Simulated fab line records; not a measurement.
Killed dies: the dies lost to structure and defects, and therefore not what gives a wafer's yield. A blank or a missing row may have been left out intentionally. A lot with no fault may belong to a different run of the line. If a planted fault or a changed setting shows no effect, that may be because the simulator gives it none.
Struck lot and sound lot, side by side / flow nandHarc / 42 out of 1302 route steps
Sound: these wafers, L845.1, L845.2, L845.6. Struck: wafer L853.4. (L853.2 of the same lot was not struck and is left out.) The cause comes at the end.
At each step with rows: each side's tool, then ch and its chambers, then its first start. Under that, the readings that differ: sound wafers / struck wafers / difference of the means / sigmas: that difference in standard deviations of wafers without a fault.
alike: readings whose means differ by less than 2 such deviations, and words and numbers that are the same on both sides. not compared: withheld readings, readings that some wafer has no value for, bounds like >300 that may hide the same value, and numbers for which the record gives no deviation and whose values overlap.
Wherever a step has rows on one side only, a row that says differs or no value, or a row with sigmas, the two part there. Non-overlapping numbers with no deviation appear without sigmas and do not part them. A reading that every wafer of one side lacks parts them only if that side has two wafers or more.

NHARC_A_BLC_OVL_MEAS_11:
  sound on overlay-01, day 26 17:59; struck on overlay-01, day 29 22:33
reading=overlayXNm (nm); sound=0.0 0.1 -0.1; struck=1.4; difference=+1.4; sigmas=+2
  alike: overlayYNm
NHARC_A_BLC_INSPECT_12:
  sound on defectInspect-01, day 26 18:01; struck on defectInspect-02, day 29 22:35
reading=rawDefectCount; sound=41 33 43; struck=176; difference=+137; sigmas=+4
then, 2 steps without rows for these wafers: NHARC_A_BLC_DESCUM_15 (chemistry O2, time 3 s); NHARC_A_BLC_ETCH_16 (etches the open film in CF4, target depth 39 nm, time 65 s).
NHARC_A_BLC_ETCH_17: etches the open film in N2/H2, target depth 390 nm, time 609.38 s.
  sound: rieDiel-07 ch 0,3; struck: rieDiel-11 ch 0
reading=drypumpMotorCurrentA (A); sound=5.0 5.7 5.7; struck=6.8; difference=+1.3; sigmas=+2
  alike: oesProductAu, rfVppV, showerheadPlenumPTorr, throttleValvePct
  not compared: rfHoursCounterH
then, 1 step without rows for these wafers: NHARC_A_BLC_ETCH_18 (etches the open film in C4F8/O2/Ar, target depth 910 nm).
NHARC_A_BLC_CD_MEAS_19:
  sound on cdSem-02, day 26 19:02; struck on cdSem-03, day 29 23:37
  alike: cdNm
then, 1 step without rows for these wafers: NHARC_A_BLC_STRIP_29 (strips in CF4).
NHARC_A_BLC_STRIP_21: strips in O2.
  sound on rieDiel-07 ch 0,1,3, day 26 19:14; struck on rieDiel-07 ch 1, day 29 23:47
  alike: drypumpMotorCurrentA, o2FlowSccm, oesProductAu, rfVppV, showerheadPlenumPTorr, throttleValvePct
  not compared: rfHoursCounterH
then, 3 steps without rows for these wafers: NHARC_A_BLC_STRIP_22 (strips in post etch residue remover, time 600 s); NHARC_A_BLC_DEGAS_30 (time 60 s); NHARC_A_BLC_PRE_CLEAN_31 (time 15 s).
NHARC_A_BLC_PVD_32: deposits Ti, target thk 5 nm, time 17.7 s.
  sound on pvdSputter-01, day 26 19:46; struck on pvdSputter-01, day 30 00:20
  alike: throttleValvePct
NHARC_A_BLC_ALD_23: deposits TiN, target thk 3 nm, pulse time 1 s, ald cycles 150.
  sound on aldMetal-01 ch 0,1,2, day 26 19:56; struck on aldMetal-02 ch 0, day 30 00:29
  alike: heaterPowerW, precursorPulseHeightRel, susceptorTempC
then, 3 steps without rows for these wafers: NHARC_A_BLC_CVD_24 (deposits W, target thk 150 nm, time 434 s); NHARC_A_BLC_CMP_25 (polishes, t overpolish 30 s, target thk 150 nm); NHARC_A_BLC_SRD_27.
NHARC_A_BLC_INSPECT_28:
  sound on defectInspect-01, day 26 21:01; struck on defectInspect-02, day 30 01:38
  alike: rawDefectCount
then, 10 steps without rows for these wafers: NHARC_A_M0_DEP_00 (deposits SiOC, target thk 150 nm); NHARC_A_M0_DEHYDRATE_01 (time 120 s); NHARC_A_M0_HMDS_02 (time 30 s); NHARC_A_M0_COAT_33 (time 65 s); NHARC_A_M0_COAT_03 (resist thk 90 nm); NHARC_A_M0_SOFTBAKE_04 (time 55 s); NHARC_A_M0_EBR_05; NHARC_A_M0_EXPOSE_06 (exposes mask A M0, target cd 80 nm); NHARC_A_M0_PEB_07 (peb time 65 s); NHARC_A_M0_DEVELOP_08 (develop time 35 s).
NHARC_A_M0_CD_MEAS_09 targets a cd of 80 nm.
  the record has rows for the sound wafers here (cdSem-03 ch 0, day 26 21:56) and none for the struck ones
NHARC_A_M0_OVL_MEAS_10: pitch 160 nm.
  sound wafers here have rows in the record (overlay-02, day 26 22:01); struck ones have none
NHARC_A_M0_INSPECT_11:
  sound wafers here have rows in the record (defectInspect-02, day 26 22:03); struck ones have none
then, 3 steps without rows for these wafers: NHARC_A_M0_DESCUM_14 (chemistry O2, time 3 s); NHARC_A_M0_ETCH_34 (etches the open film in N2/H2, target depth 40 nm, overetch 12 nm, time 43.94 s); NHARC_A_M0_ETCH_15 (etches the open film in C4F8/Ar, target depth 150 nm, overetch 15 nm, time 82.5 s).
NHARC_A_M0_CD_MEAS_16:
  sound wafers here have rows in the record (cdSem-02, day 26 22:25); struck ones have none
NHARC_A_M0_STRIP_18: strips in N2/H2.
  the record has rows for the sound wafers here (rieDiel-09 ch 1,2,3, day 26 22:32) and none for the struck ones
then, 4 steps without rows for these wafers: NHARC_A_M0_STRIP_19 (strips in post etch residue remover, time 600 s); NHARC_A_M0_DEGAS_28 (time 60 s); NHARC_A_M0_PRE_CLEAN_29 (time 30 s); NHARC_A_M0_PVD_20 (deposits TaN, target thk 5 nm, time 8.06 s).
NHARC_A_M0_PVD_21: deposits Cu, target thk 30 nm, time 20.49 s.
  the record has rows for the sound wafers here (pvdSputter-03) and none for the struck ones
NHARC_END_SORT_01:
  sound on prober-01 ch 0, day 28 13:52; struck on prober-01 ch 0, day 31 19:40
reading=killedAtArray; sound=37 38 37; struck=675; difference=+638; sigmas=+32
reading=killedDies; sound=43 43 46; struck=676; difference=+632; sigmas=+30
  alike: killedAtOther, killedAtPeriphery, killedOpen, killedShort

WHERE THEY PART
First at NHARC_A_BLC_OVL_MEAS_11; last, within this record, at NHARC_END_SORT_01.

WHY: what had been put in by the simulator
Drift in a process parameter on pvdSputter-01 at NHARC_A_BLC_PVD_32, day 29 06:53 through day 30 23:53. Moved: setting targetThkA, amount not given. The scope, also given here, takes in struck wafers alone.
